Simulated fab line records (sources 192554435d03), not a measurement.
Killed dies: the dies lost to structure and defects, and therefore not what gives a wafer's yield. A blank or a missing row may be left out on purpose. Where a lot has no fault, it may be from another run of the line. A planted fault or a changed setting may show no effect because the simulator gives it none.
Split-lot study ; flow n5 finfet ; 21 wafers read across 7 lots, on a route 1938 steps long

== ABOUT THE SPLIT ==
At N5_BEOL_M0_SAQP_ETCH_106 (etches SOC in N2/H2, stops on SiNx, target depth 150 nm), the setting target depth a was moved away from the recipe's 1500 angstrom on 7 of the 21 wafers read, by -7.9% to +10.3%. This setting was run at the recipe's value on the other wafers.

Between the split and the reading, the file records no step.

== THE READING ==
SOC_of_BEOL_M0_SAQP_COAT_105.thk nm (the simulator's own value, which no gauge read), in nm, at N5_BEOL_M0_SAQP_ETCH_107 (etches SiNx in CH3F/O2, target depth 30 nm). The file does not state a usual value for it. Average 11.9 nm, standard deviation 1.6 nm, over the 14 wafers here run with the recipe.

wafer;tool, chamber at the split;target depth a as run, angstrom;against the recipe;SOC_of_BEOL_M0_SAQP_COAT_105.thk nm, nm;against lot-mates on the recipe
L075.3;rie diel-03, 0;1500;recipe;12.8;-
L075.5;rie diel-03, 0;1500;recipe;12.6;-
L075.6;rie diel-03, 2;1500;recipe;13.6;-
L077.2;rie diel-01, 3;1382;-7.9%;19.6;+8.2
L077.3;rie diel-01, 2;1500;recipe;11.4;-
L077.6;rie diel-01, 2;1382;-7.9%;18.4;+7.0
L079.1;rie diel-05, 3;1500;recipe;11.4;-
L079.3;rie diel-05, 2;1500;recipe;13.8;-
L079.6;rie diel-05, 2;1500;recipe;14;-
L085.2;rie diel-05, 2;1631;+8.7%;8.2;no lot-mate on the recipe
L085.5;rie diel-05, 3;1631;+8.7%;5;no lot-mate on the recipe
L085.6;rie diel-05, 0;1631;+8.7%;3.8;no lot-mate on the recipe
L089.3;rie diel-01, 3;1500;recipe;9.4;-
L089.4;rie diel-01, 3;1500;recipe;8.8;-
L089.6;rie diel-01, 1;1401;-6.6%;15.4;+6.3
L091.1;rie diel-01, 2;1500;recipe;12.8;-
L091.4;rie diel-01, 3;1500;recipe;9.4;-
L091.6;rie diel-01, 1;1654;+10.3%;2.6;-8.5
L096.1;rie diel-05, 3;1500;recipe;12.4;-
L096.5;rie diel-05, 0;1500;recipe;12.2;-
L096.6;rie diel-05, 3;1500;recipe;12.6;-

THE FIT
A straight line over all 21 wafers: SOC_of_BEOL_M0_SAQP_COAT_105.thk nm changes by -0.787 nm for each +1% of target depth a; r = -0.92; the points scatter about the line by 1.7 nm.
The same after taking each lot's own level away (the mean of its wafers on the recipe; 18 wafers): -0.906 nm for each +1%; r = -0.97; scatter 0.88 nm.
Per that fit: largest target depth a move, reading shift of 9.3 nm.
The span of the lots' own levels, 9.10 to 13.07 nm, comes to 2.5 times the standard deviation stated above.
So the slope is not independent of the lot-to-lot level: the two fits are not the same.
Check: with one of the wafers moved furthest among these (+10.3%) left out of the fit, the line predicts -9.89 nm for it against its lot-mates. Against them it came out at -8.5 nm.

== OTHER SPLITS ON THESE WAFERS ==
These wafers also went through other splits before the reading. Each is held against what the fit with the lots' levels taken away leaves over:
other split on the same wafers;wafers away from the commonest value;r with SOC_of_BEOL_M0_SAQP_COAT_105.thk nm (lot level and that fit taken away)
N5_SD_EPI_N_PRECLEAN_49 time s;9;+0.03
N5_SDB_COAT_05 spin rpm;6;-0.01
N5_HKMG_FIN_COAT_30 spin rpm;5;+0.17
N5_MOL_CONTACT_COAG_ALD_27 time s;4;-0.41
N5_BEOL_M0_SAQP_HM_DEP_111 time s;9;-0.13
N5_BEOL_M0_SAQP_COAT_82 time s;9;-0.05
N5_BEOL_M0_SAQP_SPACER1_ALD_98 temp c;8;+0.36

== THE WHOLE CHAIN: every reading that the file lists as answering this split, in the file's order ==
step;what it does;reading;change (the file's fit);r (the file's)
N5_BEOL_M0_SAQP_ETCH_106;etches SOC in N2/H2, stops on SiNx, target depth 150 nm;SOC_of_BEOL_M0_SAQP_COAT_105.thk nm (the simulator's own value, which no gauge read);-0.883 nm for each +1% of the setting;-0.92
N5_BEOL_M0_SAQP_ETCH_107;etches SiNx in CH3F/O2, target depth 30 nm;SOC_of_BEOL_M0_SAQP_COAT_105.thk nm (the simulator's own value, which no gauge read);-0.895 nm for each +1% of the setting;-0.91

== THE FILE'S OWN FIT ==
SOC_of_BEOL_M0_SAQP_COAT_105.thk nm changes by -0.895 nm for each +1% of target depth a, r = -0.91.
